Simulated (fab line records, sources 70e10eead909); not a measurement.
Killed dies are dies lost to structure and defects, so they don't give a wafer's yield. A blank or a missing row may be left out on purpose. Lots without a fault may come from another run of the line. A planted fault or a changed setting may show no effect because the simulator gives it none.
fab line records | flow nand_harc
record lots=7 wafers=21 last_day=32
route steps=1302 shown A_SLIT@942 A_SIN_REMOVE@947 A_WL_FILL@952 END@1302
lots that met no fault: from a run of the same line without faults
start_h: hours from the record's first day to the start of the lot's first wafer shown | wait_h: hours since the lot's step before | " the same as in the row above | L1.1+2: a row that stands for several wafers | - no value, or no start given | * or withheld: withheld | < > ~ a bound
route shown NAME@n: a module of which the file shows steps, and the number in the route of the first | usual: mean/standard deviation of fault-free wafers | same: alike in all rows | chamber/n: place in a boat | sites: the reading at each site | _std_site: their standard deviation | _edge_site: outer sites' mean less inner sites' | radius_mm: how far each site lies from the wafer's centre | mask NAME#n: copy n | behind: the tool/chamber that last shaped the wafer | hold: why the lot was held/for how many hours/how that ended | device: the transistor (n, p or np) that didn't switch | end of line: the same wafers' tests at the end of the route | a step without rows: its recipe alone | killed: dies lost to structure and defects at the first sort, not the wafer's yield | map: a wafer's dies, x killed, . not, _ none there
set.NAME: the setting as run; set.NAME@STEP: as run at that earlier step | model.NAME: the simulator's own value behind a step, which no gauge read
lots at some steps of the route; a table a step, a row a wafer
services: from which hour (start_h, from the record's first day; less than 0 if before it) a tool's chamber was out of use, for how many hours, and why
## steps
# step NHARC_A_SLIT_ETCH_29
# recipe target_depth_a=1000 overetch_a=100 time_s=55 ion_energy_ev=100 cf4_flow_sccm=80 o2_flow_sccm=20 ar_flow_sccm=0 rf_w=300 bias_w=100 chemistry=CF4/O2
# usual drypump_motor_current_A=5.8/0.46 oes_product_au=1.002/0.0078 rf_vpp_V=197.9/1.5 showerhead_plenum_p_Torr=1.35/0.059 throttle_valve_pct=13.398/0.0098
# columns lot.wafer tool chamber start_h wait_h drypump_motor_current_A oes_product_au rf_hours_counter_h rf_vpp_V showerhead_plenum_p_Torr throttle_valve_pct
L742.4 rie_diel-03 3 499.05 0.1 5.3 1.007 2.3 195.9 1.30 13.385
L742.5 " 2 " " 6.6 1.006 - 198.8 1.43 13.406
L742.6 " 3 " " 5.2 0.992 - 197.5 1.30 13.385
L752.1 rie_diel-07 2 582.04 0.1 5.4 1.001 4.9 195.9 1.29 13.396
L752.3 " 3 " " 6.0 1.002 3.8 197.4 1.36 13.385
L752.6 " 1 " " 5.5 0.991 - 196.7 1.28 13.413
L753.1 rie_diel-07 3 586.68 0.1 6.0 1.009 4.0 198.8 1.36 13.401
L753.5 " 0 " " 6.3 0.998 - 197.4 1.32 13.393
L753.6 " 1 " " 5.5 1.006 - 197.5 1.28 13.402
L755.2 rie_diel-03 0 602.96 0.1 5.5 0.999 8.8 195.9 1.29 13.379
L755.6 " 1 " " 5.7 1.008 - 195.8 1.24 13.405
L755.5 " 2 " " 6.6 1.004 - 201.3 1.43 13.393
L757.2 rie_diel-05 3 635.99 0.1 5.9 1.007 2.4 198.8 1.39 13.402
L757.6 " 3 " " 5.9 1.011 - 199.6 1.39 13.402
L757.5 " 0 " " 6.3 0.996 - 199.1 1.36 13.395
L761.2 rie_diel-05 0 654.23 0.1 6.4 1.005 3.6 196.7 1.36 13.385
L761.3 " 2 " " 5.1 0.996 3.2 200.1 1.43 13.413
L761.6 " 0 " " 6.3 0.994 - 197.5 1.36 13.407
L762.4 rie_diel-07 3 669.40 0.1 6.0 1.009 0.1 198.1 1.36 13.392
L762.3 " 0 " " 6.3 1.000 0.0 197.9 1.32 13.410
L762.2 " 1 " " 5.6 1.006 0.0 195.9 1.28 13.399
# step NHARC_A_SLIT_STRIP_18
# recipe o2_flow_sccm=500 ar_flow_sccm=0 bias_w=0 chemistry=O2
# usual drypump_motor_current_A=5.8/0.46 oes_product_au=1.002/0.0082 rf_vpp_V=57.9/0.91 showerhead_plenum_p_Torr=3.56/0.15 throttle_valve_pct=17.036/0.009
# columns lot.wafer tool chamber start_h wait_h drypump_motor_current_A oes_product_au rf_hours_counter_h rf_vpp_V showerhead_plenum_p_Torr throttle_valve_pct
L742.4 rie_diel-03 0 - - 5.5 0.998 3.2 57.1 3.42 17.037
L742.6 " 2 " " 6.6 1.001 - 57.2 3.77 17.044
L742.5 " 3 " " 5.3 0.996 - 57.8 3.43 17.040
L752.3 rie_diel-07 3 - - 6.0 0.999 3.8 58.4 3.60 17.042
L752.1 " 2 " " 5.4 1.001 5.0 57.8 3.41 17.021
L752.6 " 0 " " 6.3 1.011 - 56.7 3.49 17.033
L753.1 rie_diel-07 1 - - 5.6 0.987 4.7 58.8 3.39 17.025
L753.5 " 2 " " 5.4 1.001 - 58.6 3.41 17.034
L753.6 " 3 " " 6.0 0.992 - 56.0 3.60 17.039
L755.2 rie_diel-03 2 - - 6.6 1.000 8.0 56.9 3.76 17.039
L755.6 " 0 " " 5.5 0.989 - 58.4 3.42 17.045
L755.5 " 1 " " 5.6 1.002 - 57.9 3.29 17.032
L757.2 rie_diel-05 1 - - 5.7 1.006 0.0 58.6 3.70 17.028
L757.5 " 2 " " 5.0 1.008 - 58.2 3.76 17.032
L757.6 " 3 " " 6.0 1.007 - 57.6 3.67 17.038
L761.3 rie_diel-05 3 - - 5.9 1.009 3.7 58.9 3.67 17.051
L761.2 " 2 " " 5.1 1.001 3.3 58.2 3.76 17.031
L761.6 " 3 " " 6.0 1.009 - 58.2 3.67 17.052
L762.4 rie_diel-07 2 - - 5.4 1.001 0.1 58.7 3.41 17.017
L762.2 " 3 " " 6.0 1.004 0.1 57.9 3.60 17.043
L762.3 " 1 " " 5.6 1.005 0.1 56.8 3.39 17.020
# step NHARC_A_SLIT_PRECLEAN_19
# recipe time_s=* temp_c=50 bath_age_min=0 chemistry=SC1
# step NHARC_A_SLIT_SRD_20
# step NHARC_A_SLIT_CD_MEAS_21
# usual cd_nm=289.5/0.72
# columns lot.wafer tool chamber start_h wait_h cd_nm
L742.4 cd_sem-01 - 499.58 - 288.6
L742.5 " - " " 289.3
L742.6 " - " " 289.3
L752.1 cd_sem-02 - 582.57 - 289.1
L752.3 " - " " 288.3
L752.6 " - " " 288.7
L753.1 cd_sem-03 - 587.19 - 288.7
L753.5 " - " " 289.6
L753.6 " - " " 289.1
L755.2 cd_sem-01 - 603.48 - 289.7
L755.5 " - " " 289.8
L755.6 " - " " 289.8
L757.2 cd_sem-03 - 636.57 0.1 289.3
L757.5 " - " " 289.2
L757.6 " - " " 289.2
L761.2 cd_sem-02 - 654.77 - 289.9
L761.3 " - " " 290.0
L761.6 " - " " 290.0
L762.2 cd_sem-01 - 669.94 - 289.7
L762.3 " - " " 290.2
L762.4 " - " " 289.3
# step NHARC_A_SIN_REMOVE_WET_00
# recipe temp_c=160 time_s=15300 chemistry=H3PO4
# step NHARC_A_SIN_REMOVE_PRECLEAN_01
# recipe time_s=* temp_c=50 bath_age_min=0 chemistry=SC1
# step NHARC_A_SIN_REMOVE_SRD_02
# step NHARC_A_SIN_REMOVE_INSPECT_04
# usual raw_defect_count=376/79
# columns lot.wafer tool chamber start_h wait_h raw_defect_count
L742.4 defect_inspect-02 - 504.95 0.0 340
L742.5 " - " " 394
L742.6 " - " " 310
L752.1 defect_inspect-01 - 589.27 0.0 464
L752.3 " - " " 408
L752.6 " - " " 398
L753.1 defect_inspect-01 - 594.61 0.1 453
L753.5 " - " " 328
L753.6 " - " " 385
L755.2 defect_inspect-02 - 610.15 0.0 386
L755.5 " - " " 378
L755.6 " - " " 372
L757.2 defect_inspect-01 - 643.11 0.0 322
L757.5 " - " " 287
L757.6 " - " " 318
L761.2 defect_inspect-02 - 661.33 0.0 280
L761.3 " - " " 294
L761.6 " - " " 306
L762.2 defect_inspect-02 - 676.28 0.0 322
L762.3 " - " " 405
L762.4 " - " " 300
# step NHARC_A_WL_FILL_ALD_00
# recipe target_thk_a=30 pulse_time_s=3 ald_cycles=30 temp_c=300 material=Al2O3
# usual heater_power_outer_w=260/24 heater_power_w=468/51 precursor_pulse_height_rel=1.000/0.021
# same ald_cycles=30
# columns lot.wafer tool chamber start_h wait_h heater_power_outer_w heater_power_w precursor_pulse_height_rel
L742.4 ald_hk-01 2 505.07 0.1 264 467 1.013
L742.6 " 0 " " 246 452 1.041
L742.5 " 1 " " 269 500 1.027
L752.3 ald_hk-03 1 589.33 0.1 219 384 1.021
L752.1 " 2 " " 252 447 0.968
L752.6 " 1 " " 215 381 1.008
L753.1 ald_hk-04 3 594.76 0.1 226 466 0.968
L753.6 " 0 " " 235 396 0.981
L753.5 " 1 " " 307 567 1.001
L755.2 ald_hk-03 0 610.30 0.1 258 454 1.003
L755.6 " 1 " " 221 392 0.954
L755.5 " 2 " " 254 452 1.014
L757.2 ald_hk-04 3 643.27 0.1 244 485 0.984
L757.6 " 0 " " 245 406 0.983
L757.5 " 1 " " 304 558 1.035
L761.3 ald_hk-04 1 661.45 0.1 313 561 0.974
L761.2 " 2 " " 260 466 1.010
L761.6 " 3 " " 252 477 1.017
L762.3 ald_hk-04 0 676.35 0.1 246 416 0.984
L762.2 " 1 " " 308 558 1.024
L762.4 " 3 " " 248 487 1.011
# step NHARC_A_WL_FILL_RTA_01
# recipe temp_c=1000 time_s=5
# usual lamp_power_pct=31.9/0.41 lamp_zone_3_pct=31.9/0.41 wafer_temp_C_max=1004.4/0.81
# columns lot.wafer tool chamber start_h wait_h lamp_power_pct lamp_zone_3_pct wafer_temp_C_max
L742.4 rtp_anneal-02 0 505.37 - 32.3 32.4 1004.8
L742.5 " 0 " " 32.3 32.4 1004.3
L742.6 " 0 " " 32.3 32.4 1003.4
L752.1 rtp_anneal-02 0 589.59 - 32.3 32.4 1005.4
L752.3 " 0 " " 32.4 32.3 1004.9
L752.6 " 0 " " 32.3 32.3 1005.5
L753.1 rtp_anneal-02 0 594.94 - 32.4 32.3 1004.4
L753.5 " 0 " " 32.4 32.4 1003.6
L753.6 " 0 " " 32.3 32.4 1003.3
L755.2 rtp_anneal-02 0 610.50 - 32.3 32.3 1003.8
L755.5 " 0 " " 32.3 32.3 1004.3
L755.6 " 0 " " 32.3 32.3 1004.6
L757.2 rtp_anneal-01 0 643.48 - 31.5 31.5 1004.9
L757.5 " 0 " " 31.6 31.5 1007.0
L757.6 " 0 " " 31.5 31.5 1005.1
L761.2 rtp_anneal-02 0 661.69 - 32.3 32.3 1005.8
L761.3 " 0 " " 32.3 32.4 1003.8
L761.6 " 0 " " 32.3 32.4 1004.7
L762.2 rtp_anneal-01 0 676.65 - 31.6 31.5 1004.5
L762.3 " 0 " " 31.6 31.6 1006.0
L762.4 " 0 " " 31.6 31.6 1004.3
# step NHARC_A_WL_FILL_ALD_02
# recipe target_thk_a=20 pulse_time_s=3 ald_cycles=100 temp_c=450 material=TiN
# usual ald_cycles=100/0 heater_power_outer_w=671/55 heater_power_w=1060/95 precursor_pulse_height_rel=1.000/0.02
# columns lot.wafer tool chamber start_h wait_h ald_cycles heater_power_outer_w heater_power_w precursor_pulse_height_rel
L742.4 ald_metal-03 3 505.57 0.2 100 643 997 0.993
L742.6 " 1 " " 100 705 1067 1.015
L742.5 " 2 " " 100 642 1117 0.981
L752.1 ald_metal-03 2 589.85 0.2 - - - -
L752.3 " 0 " " - - - -
L752.6 " 1 " " - - - -
L753.1 ald_metal-04 3 595.23 0.3 - - - -
L753.6 " 1 " " - - - -
L753.5 " 2 " " - - - -
L755.2 ald_metal-03 2 610.69 0.2 - - - -
L755.5 " 2 " " - - - -
L755.6 " 1 " " - - - -
L757.2 ald_metal-03 1 643.70 0.2 100 727 1060 1.016
L757.6 " 0 " " 100 704 1026 0.989
L757.5 " 1 " " 100 704 1072 0.975
L761.2 ald_metal-03 1 661.95 0.2 100 725 1039 1.013
L761.3 " 2 " " 100 642 1067 0.991
L761.6 " 0 " " 100 670 1042 0.994
L762.3 ald_metal-02 2 676.83 0.1 100 638 1017 1.028
L762.2 " 3 " " 100 701 1117 0.993
L762.4 " 0 " " 100 784 1239 1.002
# step NHARC_END_SORT_01
# recipe temp_c=25
# usual killed_at_array=52/16 killed_at_other=0.8/1.1 killed_at_periphery=4.2/2.5 killed_dies=57/16 killed_open=3.4/2 killed_short=2.6/1.6
# same gross_dies=677
# columns lot.wafer tool chamber start_h wait_h killed_at_array killed_at_other killed_at_periphery killed_dies killed_open killed_short
L753.1 prober-01 0 690.74 2.5 673 0 4 677 5 1
L753.5 prober-01 0 693.92 3.7 673 2 2 677 4 1
L753.6 prober-01 0 694.72 4.0 671 1 5 677 5 4
L752.1 prober-02 0 690.81 2.6 671 1 5 677 5 4
L752.3 prober-02 0 692.43 3.1 672 1 4 677 3 4
L752.6 prober-02 0 694.85 4.0 672 0 5 677 2 4
L755.2 prober-02 0 709.06 2.8 672 0 5 677 8 2
L755.5 prober-02 0 711.48 3.7 674 1 2 677 2 4
L755.6 prober-02 0 712.29 4.0 672 0 5 677 3 1
# killed by level:class
L753.1 A_WL_FILL:area_ald=645 A_CHANNEL_HOLE_D2:chamber_film_flake=12 A_CONTACT:chamber_film_flake=5 A_CHANNEL_HOLE_D1:chamber_film_flake=3 P_M0:geometric_particle:open=2 A_ZERO_WELL:chamber_film_flake=2 A_SLIT:chamber_film_flake=2 P_M0:geometric_particle:short=1
L752.1 A_WL_FILL:area_ald=606 A_SLIT:chamber_film_flake=21 A_CHANNEL_HOLE_D1:chamber_film_flake=20 A_CHANNEL_HOLE_D2:chamber_film_flake=11 A_CONTACT:chamber_film_flake=4 P_CONTACT:chamber_film_flake=2 A_WL_FILL:geometric_particle:short=2 A_M0:geometric_particle:open=2
L752.3 A_WL_FILL:area_ald=580 A_CHANNEL_HOLE_D1:chamber_film_flake=31 A_SLIT:chamber_film_flake=22 A_CHANNEL_HOLE_D2:chamber_film_flake=20 A_STAIRCASE:chamber_film_flake=5 A_CONTACT:chamber_film_flake=5 A_ONON_D1:geometric_particle:short=3 P_STI:chamber_film_flake=2
L753.5 A_WL_FILL:area_ald=642 A_CHANNEL_HOLE_D2:chamber_film_flake=15 A_CHANNEL_HOLE_D1:chamber_film_flake=3 A_CONTACT:chamber_film_flake=3 A_ONON_D1:geometric_particle:open=2 A_ZERO_WELL:chamber_film_flake=2 A_STAIRCASE:chamber_film_flake=2 A_ONON_D2:geometric_particle:short=1
L753.6 A_WL_FILL:area_ald=635 A_CHANNEL_HOLE_D2:chamber_film_flake=14 A_CHANNEL_HOLE_D1:chamber_film_flake=5 P_ZERO_WELL:chamber_film_flake=5 A_STAIRCASE:chamber_film_flake=3 A_WL_FILL:geometric_particle:short=2 A_M0:geometric_particle:open=2 A_SGD_CUT:chamber_film_flake=2
L752.6 A_WL_FILL:area_ald=587 A_CHANNEL_HOLE_D1:chamber_film_flake=35 A_SLIT:chamber_film_flake=22 A_CHANNEL_HOLE_D2:chamber_film_flake=13 A_CONTACT:chamber_film_flake=5 A_STAIRCASE:chamber_film_flake=4 P_CONTACT:chamber_film_flake=3 A_ONON_D1:geometric_particle:short=2
L755.2 A_WL_FILL:area_ald=614 A_SLIT:chamber_film_flake=15 A_CHANNEL_HOLE_D2:chamber_film_flake=13 A_STAIRCASE:chamber_film_flake=11 A_CHANNEL_HOLE_D1:chamber_film_flake=5 A_CHANNEL_FILL_D1:chamber_film_flake=3 P_GATE:geometric_particle:open=2 P_ZERO_WELL:chamber_film_flake=2
L755.5 A_WL_FILL:area_ald=594 A_SLIT:chamber_film_flake=33 A_CHANNEL_HOLE_D2:chamber_film_flake=16 A_CONTACT:chamber_film_flake=8 A_CHANNEL_HOLE_D1:chamber_film_flake=7 A_STAIRCASE:chamber_film_flake=4 A_DECK1_JOINT:chamber_film_flake=3 A_CHANNEL_FILL_D2:chamber_film_flake=3
L755.6 A_WL_FILL:area_ald=618 A_CHANNEL_HOLE_D2:chamber_film_flake=18 A_SLIT:chamber_film_flake=17 A_STAIRCASE:chamber_film_flake=8 A_CHANNEL_HOLE_D1:chamber_film_flake=4 A_CONTACT:chamber_film_flake=2 P_GATE:geometric_particle:short=1 P_CONTACT:geometric_particle:open=1
# map L752.1 (x killed, . not)
____________x____________
_________xxxxxxx_________
_______xxxxxxxxxxx_______
______xxxxxxxxxxxxx______
_____xxxxxxxxxxxxxxx_____
____xxxxxxxxxxxxxxxxx____
____xxxxxxxxxxxxxxxxx____
___xxxxxxxxxxxxxxxxxxx___
___xxxxxxxxxxxxxxxxxxx___
__xxxxxxxxxxxxxxxxxxxxx__
__xxxxxxxxxxxxxxxxxxxxx__
_xxxxxxxxxxxxxxxxxxxxxxx_
_xxxxxxxxxxxxxxxxxxxxxxx_
_xxxxxxxxxxxxxxxxxxxxxxx_
_xxxxxxxxxxxxxxxxxxxxxxx_
_xxxxxxxxxxxxxxxxxxxxxxx_
xxxxxxxxxxxxxxxxxxxxxxxxx
xxxxxxxxxxxxxxxxxxxxxxxxx
xxxxxxxxxxxxxxxxxxxxxxxxx
xxxxxxxxxxxxxxxxxxxxxxxxx
xxxxxxxxxxxxxxxxxxxxxxxxx
_xxxxxxxxxxxxxxxxxxxxxxx_
_xxxxxxxxxxxxxxxxxxxxxxx_
_xxxxxxxxxxxxxxxxxxxxxxx_
_xxxxxxxxxxxxxxxxxxxxxxx_
_xxxxxxxxxxxxxxxxxxxxxxx_
__xxxxxxxxxxxxxxxxxxxxx__
__xxxxxxxxxxxxxxxxxxxxx__
___xxxxxxxxxxxxxxxxxxx___
___xxxxxxxxxxxxxxxxxxx___
____xxxxxxxxxxxxxxxxx____
____xxxxxxxxxxxxxxxxx____
_____xxxxxxxxxxxxxxx_____
______xxxxxxxxxxxxx______
_______xxxxxxxxxxx_______
_________xxxxxxx_________
____________x____________
# map L753.1 (x killed, . not)
____________x____________
_________xxxxxxx_________
_______xxxxxxxxxxx_______
______xxxxxxxxxxxxx______
_____xxxxxxxxxxxxxxx_____
____xxxxxxxxxxxxxxxxx____
____xxxxxxxxxxxxxxxxx____
___xxxxxxxxxxxxxxxxxxx___
___xxxxxxxxxxxxxxxxxxx___
__xxxxxxxxxxxxxxxxxxxxx__
__xxxxxxxxxxxxxxxxxxxxx__
_xxxxxxxxxxxxxxxxxxxxxxx_
_xxxxxxxxxxxxxxxxxxxxxxx_
_xxxxxxxxxxxxxxxxxxxxxxx_
_xxxxxxxxxxxxxxxxxxxxxxx_
_xxxxxxxxxxxxxxxxxxxxxxx_
xxxxxxxxxxxxxxxxxxxxxxxxx
xxxxxxxxxxxxxxxxxxxxxxxxx
xxxxxxxxxxxxxxxxxxxxxxxxx
xxxxxxxxxxxxxxxxxxxxxxxxx
xxxxxxxxxxxxxxxxxxxxxxxxx
_xxxxxxxxxxxxxxxxxxxxxxx_
_xxxxxxxxxxxxxxxxxxxxxxx_
_xxxxxxxxxxxxxxxxxxxxxxx_
_xxxxxxxxxxxxxxxxxxxxxxx_
_xxxxxxxxxxxxxxxxxxxxxxx_
__xxxxxxxxxxxxxxxxxxxxx__
__xxxxxxxxxxxxxxxxxxxxx__
___xxxxxxxxxxxxxxxxxxx___
___xxxxxxxxxxxxxxxxxxx___
____xxxxxxxxxxxxxxxxx____
____xxxxxxxxxxxxxxxxx____
_____xxxxxxxxxxxxxxx_____
______xxxxxxxxxxxxx______
_______xxxxxxxxxxx_______
_________xxxxxxx_________
____________x____________
## services
# columns tool chamber start_h hours kind
rie_diel-07 0 480.20 - clean
ald_metal-02 3 481.85 1.5 repair
rie_diel-07 1 499.92 7.6 repair
rie_diel-03 0 502.76 4.2 repair
ald_hk-01 - 520.12 1.7 repair
rie_diel-03 0 525.15 6.5 repair
rie_diel-03 1 554.95 4.8 repair
rie_diel-05 1 555.20 80.3 repair
ald_metal-03 3 567.42 2.0 repair
ald_metal-03 - 568.00 10.0 pm
ald_hk-03 - 569.45 10.0 pm
ald_hk-04 - 571.77 1.0 repair
rie_diel-05 - 583.63 9.0 pm
ald_metal-03 0 600.35 20.5 repair
ald_metal-02 - 610.00 10.0 pm
ald_hk-04 - 610.07 10.0 pm
rie_diel-03 - 635.40 9.0 pm
ald_metal-02 - 635.96 3.0 repair
rie_diel-07 - 648.20 9.0 pm
ald_metal-04 - 652.00 10.0 pm
ald_hk-01 - 652.61 10.0 pm
rie_diel-07 - 671.47 0.3 repair
rie_diel-07 3 674.93 6.6 repair
ald_metal-02 1 676.11 26.5 repair
## key
first_sign step=NHARC_A_WL_FILL_ALD_02 reading=tool_record direction=missing
effect step=NHARC_END_SORT_01 reading=killed_at_array direction=up sigmas=39 usual=52 struck=672
more_kills_born_at NHARC_A_WL_FILL_ALD_02@ald_metal-03=3599 NHARC_A_WL_FILL_ALD_02@ald_metal-04=1922
met_at NHARC_A_WL_FILL_ALD_02
struck_wafers L752.1,L752.3,L752.6,L753.1,L753.5,L753.6,L755.2,L755.5,L755.6
later_rows_left_out L752.1,L752.3,L752.6,L753.1,L753.5,L753.6,L755.2,L755.5,L755.6
tester_left_out L752,L753,L755
onset_between 505.57 589.85
fault kind=skipped_step_whole tool=ald_metal-03,ald_metal-04 chamber=- onset_h=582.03 steps=NHARC_A_WL_FILL_ALD_02 scope=struck_lots_only
# tester_left_out: of these lots the tester's yield and bins aren't shown, on N5 and GAA mostly nor the transistor test; their killed dies are dies lost to structure and defects alone, not to doping, threshold or leakage, so they don't give the yield
# later_rows_left_out: the simulator's readings of these wafers behind a module that went badly wrong aren't trusted and aren't shown, but for the sort
